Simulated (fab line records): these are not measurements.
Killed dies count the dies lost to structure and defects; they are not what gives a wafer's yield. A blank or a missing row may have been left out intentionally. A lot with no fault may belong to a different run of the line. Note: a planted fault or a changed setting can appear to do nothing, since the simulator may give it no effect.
fab line records | flow n5-finfet
record: lots: 9 wafers: 27 last-day: 18
route steps=1938 shown MOL_CONTACT_COAG@528 BEOL_M4@1111
lots that met no fault: from a run of the same line without faults
start-h: hours from the record's first day to the start of the lot's first wafer shown | wait-h: time in hours since the lot's previous step | " same as the row above | L1.1+2: a single row standing in for several wafers | - no value, or no start given | * or withheld: withheld | < > ~ a bound
route shown NAME@n: a module of which the file shows steps, and the number in the route of the first | usual: the fault-free wafers' mean and standard deviation | same: alike in all rows | chamber/n: place in a boat | sites: per-site readings | _std_site: how widely they spread, as a standard deviation | _edge_site: inner sites' mean taken away from outer sites' mean | radius-mm: how far each site lies from the wafer's centre | mask NAME#n: copy n | behind: the last tool/chamber to shape the wafer | hold: cause of the lot's hold/its duration in hours/its outcome | device: transistor that didn't switch, given as n, p or np | end of line: the tests these same wafers got at the end of their route | where a step has no rows: the recipe by itself | killed: at the first sort, the dies lost to defects and structure; wafer yield is something else | map: per-die view of a wafer (x killed, . not killed, _ where there is no die)
set.NAME: the run value of the setting; set.NAME@STEP: its run value at that earlier step | model.NAME: the simulator's own value behind a step, which no gauge read
route steps across a sampled set of lots; one table per step, one row per wafer
services: the hour from which a tool's chamber was out of use, counted from the record's first day as start-h (under 0 if before that day), plus the number of hours and why
== steps ==
step: N5_MOL_CONTACT_COAG_INSPECT_10
recipe: mode: adi inspect-instrument: brightfield
usual: raw-defect-count: 70/28
columns lot.wafer tool chamber start-h wait-h raw-defect-count
L501.3 defect-inspect-01 - 126.66 0.0 69
L501.4 " - " " 102
L501.5 " - " " 54
L502.1 defect-inspect-01 - 126.70 0.1 63
L502.3 " - " " 56
L502.5 " - " " 43
L503.2 defect-inspect-01 - 128.23 0.0 63
L503.4 " - " " 76
L503.6 " - " " 87
L504.3 defect-inspect-01 - 138.37 0.0 61
L504.5 " - " " 66
L504.6 " - " " 52
L506.1 defect-inspect-01 - 154.99 0.1 106
L506.4 " - " " 87
L506.6 " - " " 75
L508.2 defect-inspect-02 - 163.64 0.0 94
L508.5 " - " " 79
L508.6 " - " " 61
L517.2 defect-inspect-01 - 214.60 0.1 95
L517.3 " - " " 161
L517.4 " - " " 62
L518.2 defect-inspect-02 - 222.18 0.0 60
L518.3 " - " " 77
L518.4 " - " " 33
L519.2 defect-inspect-01 - 223.12 0.0 35
L519.4 " - " " 38
L519.5 " - " " 47
step: N5_MOL_CONTACT_COAG_ETCH_105
recipe: chemistry: CF4 target: SiARC target-depth-a: 156 mask-material: CAR-EUV time-s: 26 ion-energy-ev: 80 pressure-mtorr: 40 source-w: 545 bias-w: 36 Ar_flow_sccm: 100 cf4-flow-sccm: 100 ends: cleared
usual: drypump-motor-current-A: 5.8/0.48 etch-rf-on-time-s: 25.99/0.3 oes-product-au: 0.70/0.071 rf-vpp-V: 183.7/1.1 showerhead-plenum-p-Torr: 2.13/0.064 throttle-valve-pct: 15.54/0.21
columns lot.wafer tool chamber start-h wait-h drypump-motor-current-A etch-rf-on-time-s oes-product-au rf-hours-counter-h rf-vpp-V showerhead-plenum-p-Torr throttle-valve-pct
L501.3 rie-diel-05 2 126.96 0.0 5.1 26.53 0.58 247 184.3 2.11 15.74
L501.4 " 1 " " 5.9 25.82 0.78 - 183.0 2.09 15.50
L501.5 " 2 " " 5.1 26.50 0.57 - 183.1 2.11 15.72
L502.1 rie-diel-06 1 127.07 0.0 6.0 25.96 0.63 177 182.4 2.05 15.56
L502.3 " 2 " " 5.8 26.36 0.60 246 182.5 2.11 15.77
L502.5 " 0 " " 5.3 25.38 0.74 - 183.5 2.27 15.66
L503.2 rie-diel-05 2 128.31 0.0 5.1 26.12 0.57 248 181.8 2.11 15.73
L503.4 " 1 " " 5.9 25.59 0.79 - 182.5 2.09 15.48
L503.6 " 2 " " 5.1 26.13 0.58 - 183.5 2.11 15.71
L504.3 rie-diel-06 0 138.72 0.0 5.3 25.98 0.73 67 186.6 2.27 15.66
L504.5 " 2 " " 5.8 26.88 0.58 - 183.9 2.10 15.77
L504.6 " 3 " " 5.5 25.89 0.75 - 183.7 2.11 15.15
L506.1 rie-diel-05 0 155.20 0.0 6.0 25.77 0.79 11 182.6 2.11 15.59
L506.4 " 2 " " 5.1 26.07 0.83 1 183.8 2.11 15.23
L506.6 " 1 " " 5.9 25.81 0.76 - 183.3 2.09 15.50
L508.2 rie-diel-04 3 164.06 0.0 5.8 25.56 0.78 17 185.5 2.18 15.40
L508.5 " 2 " " 5.5 26.09 0.62 - 182.3 2.15 15.93
L508.6 " 3 " " 5.9 25.75 0.77 - 184.9 2.18 15.40
L517.2 rie-diel-05 0 214.78 0.0 6.1 25.47 0.76 32 183.1 2.10 15.66
L517.3 " 3 " " 6.6 26.58 0.64 163 184.0 2.15 15.73
L517.4 " 1 " " 5.9 26.23 0.73 61 183.7 2.08 15.54
L518.2 rie-diel-05 0 222.35 0.0 6.1 25.72 0.75 34 184.3 2.10 15.64
L518.3 " 2 " " 5.1 26.20 0.76 25 184.2 2.10 15.28
L518.4 " 1 " " 5.9 26.02 0.74 64 183.5 2.08 15.54
L519.2 rie-diel-05 1 223.21 0.0 5.9 26.12 0.73 64 183.6 2.08 15.56
L519.4 " 3 " " 6.6 26.30 0.64 166 183.7 2.15 15.73
L519.5 " 3 " " 6.7 26.11 0.64 - 184.1 2.15 15.74
step: N5_MOL_CONTACT_COAG_ETCH_106
recipe: chemistry: N2/H2 target: SOC target-depth-a: 800 overetch-a: 160 mask-material: SiARC temp-c: 40 time-s: 120 ion-energy-ev: 200 pressure-mtorr: 30 source-w: 840 bias-w: 150 n2-flow-sccm: 200 h2-flow-sccm: 200
usual: drypump-motor-current-A: 5.8/0.48 oes-product-au: 0.74/0.071 rf-vpp-V: 523.2/2.3 showerhead-plenum-p-Torr: 2.52/0.075 throttle-valve-pct: 17.71/0.22
columns lot.wafer tool chamber start-h wait-h drypump-motor-current-A oes-product-au rf-hours-counter-h rf-vpp-V showerhead-plenum-p-Torr throttle-valve-pct
L501.3 rie-diel-05 2 126.99 0.0 5.1 0.61 247 522.5 2.50 17.89
L501.4 " 1 " " 5.9 0.81 - 522.6 2.49 17.74
L501.5 " 2 " " 5.1 0.61 - 522.3 2.50 17.90
L502.1 rie-diel-06 1 127.10 0.0 6.0 0.67 177 521.3 2.43 17.76
L502.3 " 2 " " 5.8 0.63 246 523.8 2.51 18.05
L502.5 " 0 " " 5.3 0.76 - 526.2 2.68 17.70
L503.2 rie-diel-05 2 128.34 0.0 5.1 0.61 248 524.1 2.50 17.90
L503.4 " 1 " " 5.9 0.81 - 522.8 2.49 17.74
L503.6 " 2 " " 5.1 0.61 - 522.3 2.50 17.89
L504.3 rie-diel-06 0 138.74 0.0 5.4 0.76 67 529.4 2.68 17.68
L504.5 " 2 " " 5.8 0.63 - 522.7 2.51 18.04
L504.6 " 3 " " 5.4 0.79 - 522.6 2.49 17.22
L506.1 rie-diel-05 0 155.23 0.0 6.1 0.83 11 522.7 2.50 17.73
L506.4 " 2 " " 5.1 0.86 2 523.4 2.50 17.45
L506.6 " 1 " " 5.9 0.80 - 522.6 2.49 17.77
L508.2 rie-diel-04 3 164.09 0.0 5.9 0.80 17 526.3 2.59 17.62
L508.5 " 2 " " 5.5 0.65 - 523.9 2.54 18.05
L508.6 " 3 " " 5.8 0.81 - 525.4 2.59 17.60
L517.2 rie-diel-05 0 214.81 0.0 6.1 0.77 32 523.6 2.49 17.78
L517.3 " 3 " " 6.7 0.68 163 523.8 2.54 17.91
L517.4 " 1 " " 5.9 0.77 61 524.3 2.48 17.81
L518.2 rie-diel-05 0 222.38 0.0 6.1 0.76 35 521.7 2.49 17.78
L518.3 " 2 " " 5.1 0.80 25 523.2 2.49 17.49
L518.4 " 1 " " 5.9 0.76 64 521.4 2.48 17.80
L519.2 rie-diel-05 1 223.24 0.0 5.9 0.77 64 521.6 2.48 17.80
L519.4 " 3 " " 6.7 0.67 166 524.1 2.54 17.92
L519.5 " 3 " " 6.6 0.66 - 524.8 2.54 17.89
step: N5_MOL_CONTACT_COAG_IMPLANT_129
recipe: species: Ge energy-kev: 3 dose-cm2: 6e+14 tilt-deg: 0 rotation-deg: 0
usual: beam-energy-keV: 3.0000/0.001 end-station-pressure-torr: 5.9e-06/3.3e-07
columns lot.wafer tool chamber start-h wait-h beam-energy-keV end-station-pressure-torr
L501.3 implanter-02 0 127.40 0.1 2.9995 6.3e-06
L501.4 " 0 " " 2.9987 6.1e-06
L501.5 " 0 " " 3.0001 6.2e-06
L502.1 implanter-02 0 127.52 0.1 2.9971 5.6e-06
L502.3 " 0 " " 2.9985 5.9e-06
L502.5 " 0 " " 2.9973 5e-06
L503.2 implanter-02 0 128.72 0.1 2.9994 6e-06
L503.4 " 0 " " 3.0001 6.1e-06
L503.6 " 0 " " 3.0017 5.9e-06
L504.3 implanter-02 0 139.15 0.1 7.4153 1.16e-05
L504.5 " 0 " " 7.4146 1.09e-05
L504.6 " 0 " " 7.4129 1.13e-05
L506.1 implanter-02 0 155.58 0.0 7.4158 1.2e-05
L506.4 " 0 " " 7.4157 1.13e-05
L506.6 " 0 " " 7.4163 1.12e-05
L508.2 implanter-02 0 164.46 0.1 7.4175 1.08e-05
L508.5 " 0 " " 7.4150 1.21e-05
L508.6 " 0 " " 7.4156 1.1e-05
L517.2 implanter-02 0 215.19 0.1 3.0007 5.4e-06
L517.3 " 0 " " 3.0000 6e-06
L517.4 " 0 " " 3.0007 6.1e-06
L518.2 implanter-01 0 222.76 0.1 3.0007 5.7e-06
L518.3 " 0 " " 3.0009 5.5e-06
L518.4 " 0 " " 3.0014 5.7e-06
L519.2 implanter-02 0 223.62 0.1 2.9979 5.4e-06
L519.4 " 0 " " 2.9994 5.2e-06
L519.5 " 0 " " 2.9988 5.8e-06
step: N5_BEOL_M4_RC_MEAS_101
usual: DIBL_N: 35.8/1.5 DIBL_P: 35.8/1.7 IOFF_N: 0.151/0.022 IOFF_P: 0.204/0.027 ION_N: 673/8.6 ION_P: 462/5.4 SS_N: 71.4/0.54 SS_P: 73.3/0.56 VT_N: 250.5/2.6 VT_P: -251/3.1
columns lot.wafer tool chamber start-h wait-h DIBL_N[mV/V] DIBL_P[mV/V] IOFF_N[nA/um] IOFF_P[nA/um] ION_N[uA/um] ION_P[uA/um] SS_N[mV/dec] SS_P[mV/dec] VT_N[mV] VT_P[mV]
L501.3 prober-02 0 205.36 0.3 35.3 34.4 0.133 0.209 668 463 71.6 73.5 251.0 -248
L501.4 " 0 " " 35.6 34.9 0.142 0.221 658 460 71.7 73.2 251.5 -250
L501.5 " 0 " " 35.8 35.2 0.139 0.221 658 464 71.1 72.9 251.9 -248
L502.1 prober-01 0 213.03 0.0 35.9 35.1 0.147 0.208 672 461 71.2 73.5 249.1 -250
L502.3 " 0 " " 37.2 35.1 0.158 0.207 672 460 72.3 73.6 249.3 -251
L502.5 " 0 " " 34.3 32.0 0.118 0.164 659 457 71.1 72.1 252.1 -254
L503.2 prober-01 0 215.84 0.2 33.4 32.7 0.110 0.178 655 458 71.1 72.8 256.1 -254
L503.4 " 0 " " 36.2 36.8 0.159 0.238 675 467 71.8 73.8 250.2 -249
L503.6 " 0 " " 33.5 33.2 0.118 0.193 662 460 71.7 72.7 255.2 -249
L504.3 prober-02 0 226.93 0.3 36.0 36.8 0.167 0.214 678 455 71.8 73.4 248.5 -251
L504.5 " 0 " " 35.8 36.5 0.159 0.201 668 459 71.2 73.5 251.5 -250
L504.6 " 0 " " 35.5 35.6 0.145 0.191 666 457 70.6 73.5 250.9 -252
L506.1 prober-02 0 235.25 0.0 35.9 33.8 0.136 0.182 677 463 70.7 73.1 252.1 -254
L506.4 " 0 " " 36.3 35.0 0.149 0.199 679 466 71.1 72.9 249.4 -250
L506.6 " 0 " " 36.2 34.2 0.143 0.187 677 459 70.6 73.4 248.3 -251
L508.2 prober-01 0 253.96 0.2 37.6 36.1 0.162 0.203 679 462 72.0 74.4 251.3 -254
L508.5 " 0 " " 38.2 36.5 0.170 0.205 679 454 71.8 73.3 251.6 -252
L508.6 " 0 " " 38.0 36.5 0.169 0.207 678 464 72.0 74.4 252.0 -253
L517.2 prober-01 0 297.00 0.2 35.9 36.2 0.163 0.224 680 471 71.2 73.9 248.4 -248
L517.3 " 0 " " 35.7 37.0 0.162 0.232 677 472 71.3 74.4 247.8 -249
L517.4 " 0 " " 35.5 36.0 0.160 0.228 685 468 70.9 73.7 250.4 -251
L518.2 prober-02 0 304.03 0.2 35.6 34.9 0.128 0.158 664 450 71.2 72.5 251.8 -256
L518.3 " 0 " " 36.6 36.5 0.145 0.184 664 461 71.8 72.6 250.5 -252
L518.4 " 0 " " 36.2 35.5 0.137 0.164 670 460 70.7 73.4 250.4 -254
L519.2 prober-01 0 320.38 0.2 35.3 34.7 0.133 0.178 662 455 70.6 72.8 254.3 -255
L519.4 " 0 " " 36.9 36.3 0.159 0.211 670 460 71.9 74.2 251.2 -252
L519.5 " 0 " " 35.5 35.1 0.136 0.187 660 458 71.2 72.3 253.6 -252
== services ==
columns tool chamber start-h hours kind
rie-diel-06 0 103.79 6.8 repair
rie-diel-05 0 117.17 - clean
rie-diel-05 0 117.17 - consumable-replace:focus-ring
rie-diel-05 0 117.17 13.4 scheduled-down
rie-diel-05 0 117.17 13.4 vent-cycle
implanter-01 - 118.20 2.5 repair
implanter-01 - 122.24 5.6 pm
rie-diel-04 0 122.85 9.1 repair
rie-diel-05 2 134.40 - clean
rie-diel-05 2 134.40 - consumable-replace:focus-ring
rie-diel-05 2 134.40 17.5 scheduled-down
rie-diel-05 2 134.40 17.5 vent-cycle
rie-diel-04 3 134.61 8.3 repair
rie-diel-06 2 140.26 - clean
rie-diel-06 2 140.26 - consumable-replace:focus-ring
rie-diel-06 2 140.26 12.2 scheduled-down
rie-diel-06 2 140.26 12.2 vent-cycle
rie-diel-06 2 170.36 8.9 repair
rie-diel-06 3 172.60 2.8 repair
== key ==
first-sign: step: N5_MOL_CONTACT_COAG_IMPLANT_129 reading: beam-energy-keV direction: up sigmas: 99+ usual: 3.0000 struck: 7.4154
effect: step: N5_MOL_CONTACT_COAG_IMPLANT_129 reading: end-station-pressure-torr direction: up sigmas: 17 usual: 5.9e-06 struck: 1.14e-05
met-at N5_MOL_CONTACT_COAG_IMPLANT_129
struck-lots L504,L506,L508
not-acting-at N5_MOL_CONTACT_COAG_INSPECT_10,N5_MOL_CONTACT_COAG_ETCH_105,N5_MOL_CONTACT_COAG_ETCH_106
onset-between 128.72 139.15
fault: kind: process-parameter-drift tool: implanter-02 chamber: - onset-h: 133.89 steps: N5_MOL_CONTACT_COAG_IMPLANT_129 channel: energy-kev offset: 4.415 shape: step end-h: 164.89 acts-in: these-recipes-only stated: 3
